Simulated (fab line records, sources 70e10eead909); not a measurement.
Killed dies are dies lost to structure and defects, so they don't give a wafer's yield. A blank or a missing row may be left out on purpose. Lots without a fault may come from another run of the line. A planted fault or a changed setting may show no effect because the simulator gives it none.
fab line records | flow nand_harc
record lots=6 wafers=17 last_day=33
route steps=1302 shown A_SOURCE_PLATE@418 A_ONON_D1@424 END@1302
lots that met no fault: from a run of the same line without faults
start_h: hours from the record's first day to the start of the lot's first wafer shown | wait_h: hours since the lot's step before | " the same as in the row above | L1.1+2: a row that stands for several wafers | - no value, or no start given | * or withheld: withheld | < > ~ a bound
route shown NAME@n: a module of which the file shows steps, and the number in the route of the first | usual: mean/standard deviation of fault-free wafers | same: alike in all rows | chamber/n: place in a boat | sites: the reading at each site | _std_site: their standard deviation | _edge_site: outer sites' mean less inner sites' | radius_mm: how far each site lies from the wafer's centre | mask NAME#n: copy n | behind: the tool/chamber that last shaped the wafer | hold: why the lot was held/for how many hours/how that ended | device: the transistor (n, p or np) that didn't switch | end of line: the same wafers' tests at the end of the route | a step without rows: its recipe alone | killed: dies lost to structure and defects at the first sort, not the wafer's yield | map: a wafer's dies, x killed, . not, _ none there
set.NAME: the setting as run; set.NAME@STEP: as run at that earlier step | model.NAME: the simulator's own value behind a step, which no gauge read
lots at some steps of the route; a table a step, a row a wafer
services: from which hour (start_h, from the record's first day; less than 0 if before it) a tool's chamber was out of use, for how many hours, and why
## steps
# step NHARC_A_SOURCE_PLATE_CVD_03
# recipe target_thk_a=2000 temp_c=620 pressure_mtorr=200 time_s=4000 material=poly-Si
# step NHARC_A_SOURCE_PLATE_ANNEAL_05
# recipe temp_c=850 time_s=1800
# step NHARC_A_SOURCE_PLATE_THK_MEAS_06
# recipe thk_meas_gauge=ellipsometry
# usual thk_nm=199.7/1.8
# columns lot.wafer tool chamber start_h wait_h thk_nm
L557.1 film_metro-01 - 167.65 0.4 199.1
L557.2 " - " " 198.9
L557.3 " - " " 200.4
L569.4 film_metro-02 - 274.40 0.4 195.5
L569.6 " - " " 197.2
L570.1 film_metro-02 - 292.64 0.4 198.5
L570.2 " - " " 198.8
L570.6 " - " " 197.8
L573.2 film_metro-02 - 326.36 0.4 198.4
L573.3 " - " " 199.1
L573.6 " - " " 197.4
L576.3 film_metro-02 - 350.87 0.4 203.6
L576.5 " - " " 200.3
L576.6 " - " " 203.8
L580.4 film_metro-01 - 395.95 0.4 199.5
L580.5 " - " " 198.3
L580.6 " - " " 199.5
# step NHARC_A_SOURCE_PLATE_INSPECT_08
# usual raw_defect_count=59/26
# columns lot.wafer tool chamber start_h wait_h raw_defect_count
L557.1 defect_inspect-02 - 167.72 0.0 42
L557.2 " - " " 51
L557.3 " - " " 65
L569.4 defect_inspect-02 - 274.47 0.0 90
L569.6 " - " " 43
L570.1 defect_inspect-01 - 292.70 0.0 52
L570.2 " - " " 40
L570.6 " - " " 56
L573.2 defect_inspect-02 - 326.43 0.0 52
L573.3 " - " " 65
L573.6 " - " " 152
L576.3 defect_inspect-02 - 350.97 0.0 66
L576.5 " - " " 32
L576.6 " - " " 91
L580.4 defect_inspect-02 - 396.03 0.0 25
L580.5 " - " " 48
L580.6 " - " " 49
# step NHARC_A_ONON_D1_DEP_00
# recipe target_thk_a=10000 n2_flow_sccm=2750 n2o_flow_sccm=2000 nh3_flow_sccm=500 sih4_flow_sccm=210 temp_c=400
# step NHARC_A_ONON_D1_THK_MEAS_02
# recipe thk_meas_gauge=ellipsometry
# usual thk_nm=1001/8.3
# columns lot.wafer tool chamber start_h wait_h thk_nm
L557.1 film_metro-02 - 168.29 - 1013
L557.2 " - " " 1012
L557.3 " - " " 1011
L569.4 film_metro-01 - 275.04 - 1000
L569.6 " - " " 1001
L570.1 film_metro-01 - 293.28 - 1001
L570.2 " - " " 1000
L570.6 " - " " 999
L573.2 film_metro-01 - 327.00 - 995
L573.3 " - " " 996
L573.6 " - " " 997
L576.3 film_metro-01 - 351.55 - 997
L576.5 " - " " 997
L576.6 " - " " 997
L580.4 film_metro-02 - 396.67 - 1001
L580.5 " - " " 1001
L580.6 " - " " 1003
# step NHARC_A_ONON_D1_DEP_03
# recipe target_thk_a=10000 n2_flow_sccm=2750 n2o_flow_sccm=2000 nh3_flow_sccm=500 sih4_flow_sccm=210 temp_c=400
# step NHARC_A_ONON_D1_THK_MEAS_05
# recipe thk_meas_gauge=ellipsometry
# usual thk_nm=1000/8.3
# columns lot.wafer tool chamber start_h wait_h thk_nm
L557.1 film_metro-01 - 168.86 - 1003
L557.2 " - " " 1004
L557.3 " - " " 1005
L569.4 film_metro-01 - 275.61 - 992
L569.6 " - " " 991
L570.1 film_metro-01 - 293.85 - 998
L570.2 " - " " 999
L570.6 " - " " 997
L573.2 film_metro-02 - 327.56 - 998
L573.3 " - " " 998
L573.6 " - " " 999
L576.3 film_metro-02 - 352.11 - 1006
L576.5 " - " " 1005
L576.6 " - " " 1005
L580.4 film_metro-01 - 397.25 - 1001
L580.5 " - " " 1001
L580.6 " - " " 1000
# step NHARC_A_ONON_D1_DEP_06
# recipe target_thk_a=10000 n2_flow_sccm=2750 n2o_flow_sccm=2000 nh3_flow_sccm=500 sih4_flow_sccm=210 temp_c=400
# step NHARC_A_ONON_D1_THK_MEAS_08
# recipe thk_meas_gauge=ellipsometry
# usual thk_nm=998/10
# columns lot.wafer tool chamber start_h wait_h thk_nm
L557.1 film_metro-02 - 169.43 - 981
L557.2 " - " " 982
L557.3 " - " " 982
L569.4 film_metro-01 - 276.18 - 1000
L569.6 " - " " 1001
L570.1 film_metro-02 - 294.42 - 992
L570.2 " - " " 993
L570.6 " - " " 990
L573.2 film_metro-02 - 328.13 - 1009
L573.3 " - " " 1012
L573.6 " - " " 1010
L576.3 film_metro-01 - 352.68 - 988
L576.5 " - " " 986
L576.6 " - " " 987
L580.4 film_metro-01 - 397.81 - 1019
L580.5 " - " " 1018
L580.6 " - " " 1018
# step NHARC_A_ONON_D1_DEP_09
# recipe target_thk_a=10000 n2_flow_sccm=2750 n2o_flow_sccm=2000 nh3_flow_sccm=500 sih4_flow_sccm=210 temp_c=400
# usual susceptor_temp_C=399.96/0.23
# columns lot.wafer tool chamber start_h wait_h susceptor_temp_C
L557.1 pecvd_onon-03 0 169.49 0.1 399.96
L557.2 " 0 " " 399.70
L557.3 " 0 " " 399.60
L569.4 pecvd_onon-03 0 276.40 0.2 399.67
L569.6 " 0 " " 400.08
L570.1 pecvd_onon-03 0 294.47 0.1 399.57
L570.2 " 0 " " 399.69
L570.6 " 0 " " 399.85
L573.2 pecvd_onon-04 0 328.24 0.1 400.39
L573.3 " 0 " " 400.05
L573.6 " 0 " " 399.73
L576.3 pecvd_onon-02 0 352.85 0.2 400.00
L576.5 " 0 " " 400.46
L576.6 " 0 " " 399.83
L580.4 pecvd_onon-03 0 398.04 0.2 400.19
L580.5 " 0 " " 399.97
L580.6 " 0 " " 399.99
# step NHARC_A_ONON_D1_THK_MEAS_11
# recipe thk_meas_gauge=ellipsometry
# usual thk_nm=1001/8.5
# columns lot.wafer tool chamber start_h wait_h thk_nm
L557.1 film_metro-01 - 169.99 - 1011
L557.2 " - " " 1009
L557.3 " - " " 1008
L569.4 film_metro-01 - 276.74 - 1459
L569.6 " - " " 1459
L570.1 film_metro-02 - 294.98 - 1002
L570.2 " - " " 1000
L570.6 " - " " 1446
L573.2 film_metro-02 - 328.70 - 1007
L573.3 " - " " 1005
L573.6 " - " " 1006
L576.3 film_metro-02 - 353.25 - 1002
L576.5 " - " " 1001
L576.6 " - " " 1002
L580.4 film_metro-01 - 398.38 - 1004
L580.5 " - " " 1003
L580.6 " - " " 1005
# step NHARC_A_ONON_D1_DEP_12
# recipe target_thk_a=10000 n2_flow_sccm=2750 n2o_flow_sccm=2000 nh3_flow_sccm=500 sih4_flow_sccm=210 temp_c=400
# step NHARC_END_SORT_01
# recipe temp_c=25
# usual killed_at_array=52/16 killed_at_other=0.8/0.98 killed_at_periphery=4.2/2.9 killed_dies=57/16 killed_open=3.3/1.9 killed_short=2.5/1.5
# same gross_dies=677
# columns lot.wafer tool chamber start_h wait_h killed_at_array killed_at_other killed_at_periphery killed_dies killed_open killed_short
L569.4 prober-01 0 670.27 3.4 675 1 1 677 2 2
L569.6 prober-01 0 671.89 4.0 674 2 1 677 3 3
L570.6 prober-01 0 706.06 4.1 675 0 2 677 5 3
# killed by level:class
L569.4 A_ONON_D1:area_dep=632 A_CHANNEL_HOLE_D1:chamber_film_flake=31 A_BLC:chamber_film_flake=4 P_CONTACT:geometric_particle:open=1 A_SOURCE_PLATE:geometric_particle:open=1 A_CHANNEL_HOLE_D1:geometric_particle:short=1 A_WL_FILL:geometric_particle:short=1 A_ZERO_WELL:chamber_film_flake=1
L569.6 A_ONON_D1:area_dep=634 A_CHANNEL_HOLE_D1:chamber_film_flake=30 A_DECK1_JOINT:chamber_film_flake=2 A_CHANNEL_FILL_D2:chamber_film_flake=2 THIN_TSV:chamber_film_flake=2 P_M0:geometric_particle:short=1 A_ONON_D1:geometric_particle:open=1 A_CHANNEL_FILL_D1:geometric_particle:open=1
L570.6 A_ONON_D1:area_dep=611 A_SLIT:chamber_film_flake=30 A_CHANNEL_HOLE_D2:chamber_film_flake=16 A_STAIRCASE:chamber_film_flake=7 A_CHANNEL_HOLE_D1:chamber_film_flake=4 P_M0:geometric_particle:open=1 A_CHANNEL_FILL_D2:geometric_particle:open=1 A_CHANNEL_FILL_D2:geometric_particle:short=1
# map L569.4 (x killed, . not)
____________x____________
_________xxxxxxx_________
_______xxxxxxxxxxx_______
______xxxxxxxxxxxxx______
_____xxxxxxxxxxxxxxx_____
____xxxxxxxxxxxxxxxxx____
____xxxxxxxxxxxxxxxxx____
___xxxxxxxxxxxxxxxxxxx___
___xxxxxxxxxxxxxxxxxxx___
__xxxxxxxxxxxxxxxxxxxxx__
__xxxxxxxxxxxxxxxxxxxxx__
_xxxxxxxxxxxxxxxxxxxxxxx_
_xxxxxxxxxxxxxxxxxxxxxxx_
_xxxxxxxxxxxxxxxxxxxxxxx_
_xxxxxxxxxxxxxxxxxxxxxxx_
_xxxxxxxxxxxxxxxxxxxxxxx_
xxxxxxxxxxxxxxxxxxxxxxxxx
xxxxxxxxxxxxxxxxxxxxxxxxx
xxxxxxxxxxxxxxxxxxxxxxxxx
xxxxxxxxxxxxxxxxxxxxxxxxx
xxxxxxxxxxxxxxxxxxxxxxxxx
_xxxxxxxxxxxxxxxxxxxxxxx_
_xxxxxxxxxxxxxxxxxxxxxxx_
_xxxxxxxxxxxxxxxxxxxxxxx_
_xxxxxxxxxxxxxxxxxxxxxxx_
_xxxxxxxxxxxxxxxxxxxxxxx_
__xxxxxxxxxxxxxxxxxxxxx__
__xxxxxxxxxxxxxxxxxxxxx__
___xxxxxxxxxxxxxxxxxxx___
___xxxxxxxxxxxxxxxxxxx___
____xxxxxxxxxxxxxxxxx____
____xxxxxxxxxxxxxxxxx____
_____xxxxxxxxxxxxxxx_____
______xxxxxxxxxxxxx______
_______xxxxxxxxxxx_______
_________xxxxxxx_________
____________x____________
# map L570.6 (x killed, . not)
____________x____________
_________xxxxxxx_________
_______xxxxxxxxxxx_______
______xxxxxxxxxxxxx______
_____xxxxxxxxxxxxxxx_____
____xxxxxxxxxxxxxxxxx____
____xxxxxxxxxxxxxxxxx____
___xxxxxxxxxxxxxxxxxxx___
___xxxxxxxxxxxxxxxxxxx___
__xxxxxxxxxxxxxxxxxxxxx__
__xxxxxxxxxxxxxxxxxxxxx__
_xxxxxxxxxxxxxxxxxxxxxxx_
_xxxxxxxxxxxxxxxxxxxxxxx_
_xxxxxxxxxxxxxxxxxxxxxxx_
_xxxxxxxxxxxxxxxxxxxxxxx_
_xxxxxxxxxxxxxxxxxxxxxxx_
xxxxxxxxxxxxxxxxxxxxxxxxx
xxxxxxxxxxxxxxxxxxxxxxxxx
xxxxxxxxxxxxxxxxxxxxxxxxx
xxxxxxxxxxxxxxxxxxxxxxxxx
xxxxxxxxxxxxxxxxxxxxxxxxx
_xxxxxxxxxxxxxxxxxxxxxxx_
_xxxxxxxxxxxxxxxxxxxxxxx_
_xxxxxxxxxxxxxxxxxxxxxxx_
_xxxxxxxxxxxxxxxxxxxxxxx_
_xxxxxxxxxxxxxxxxxxxxxxx_
__xxxxxxxxxxxxxxxxxxxxx__
__xxxxxxxxxxxxxxxxxxxxx__
___xxxxxxxxxxxxxxxxxxx___
___xxxxxxxxxxxxxxxxxxx___
____xxxxxxxxxxxxxxxxx____
____xxxxxxxxxxxxxxxxx____
_____xxxxxxxxxxxxxxx_____
______xxxxxxxxxxxxx______
_______xxxxxxxxxxx_______
_________xxxxxxx_________
____________x____________
## services
# columns tool chamber start_h hours kind
pecvd_onon-02 - 185.00 13.0 pm
pecvd_onon-03 - 227.00 13.0 pm
pecvd_onon-02 - 289.69 2.5 repair
pecvd_onon-04 - 311.32 13.0 pm
pecvd_onon-02 - 366.00 13.0 pm
## key
first_sign step=NHARC_A_ONON_D1_THK_MEAS_11 reading=thk_nm direction=up sigmas=53 usual=1001 struck=1454
effect step=NHARC_END_SORT_01 reading=killed_at_array direction=up sigmas=39 usual=52 struck=675
more_kills_born_at NHARC_A_ONON_D1_DEP_09@pecvd_onon-03=1877
met_at NHARC_A_ONON_D1_DEP_09
struck_wafers L569.4,L569.6,L570.6
later_rows_left_out L569.4,L569.6,L570.6
tester_left_out L569,L570
onset_between 169.49 276.40
fault kind=process_parameter_drift tool=pecvd_onon-03 chamber=- onset_h=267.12 steps=NHARC_A_ONON_D1_DEP_09 channel=target_thk_a offset=* shape=step end_h=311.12 scope=struck_wafers_only acts_in=* stated=*
# tester_left_out: of these lots the tester's yield and bins aren't shown, on N5 and GAA mostly nor the transistor test; their killed dies are dies lost to structure and defects alone, not to doping, threshold or leakage, so they don't give the yield
# later_rows_left_out: the simulator's readings of these wafers behind a module that went badly wrong aren't trusted and aren't shown, but for the sort
